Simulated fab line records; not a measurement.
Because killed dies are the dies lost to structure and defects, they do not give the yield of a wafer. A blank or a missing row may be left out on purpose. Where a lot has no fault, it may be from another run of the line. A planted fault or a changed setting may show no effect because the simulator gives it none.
Matching of chambers    flow n5 finfet    4 sister chambers for N5_MOL_CONTACT_COAG_ETCH_47 on rie diel-01
The step etches SiNx in CH3F/O2, stops on W, target depth 27 nm. 4 wafers are shown with their chamber, then 9 later ones without.

== WAFERS PAIRED WITH THEIR CHAMBERS ==
wafer   chamber  showerhead plenum p Torr (Torr)
L084.1  0        1.94
L087.1  2        2.00
L087.2  3        1.96
L087.6  1        2.11

== WAFERS WHOSE CHAMBER IS MISSING ==
wafer   showerhead plenum p Torr (Torr)
L088.2  1.96
L088.5  2.11
L088.6  2.00
L091.3  2.10
L091.4  1.94
L091.5  2.00
L095.1  1.93
L095.2  2.10
L095.6  1.95

== THE CHAMBER EACH PASSED THROUGH ==
wafer   from the rows above      in truth
L088.2  3                        3
L088.5  1                        1
L088.6  2                        2
L091.3  1                        1
L091.4  0                        0
L091.5  2                        2
L095.1  0                        0
L095.2  1                        1
L095.6  can't be placed: 0 or 3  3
Placed correctly: 8 of 9. Unplaceable from these rows: 1, with the true chamber sitting among the candidates in 1. Number placed wrongly: 0.
How it was worked out, from the rows above alone: a wafer's distance from a chamber is the root of the sum, over the readings, of the square of ((its reading less the chamber's mean) divided by the reading's scatter). If the next closest chamber is less than 2 further off than the closest, the wafer can't be placed; otherwise it belongs to the closest. A chamber's mean is the mean of its shown wafers. The scatter: with one shown wafer a chamber, the root of the mean of the squares of how far each hidden wafer lies from its nearest shown one.
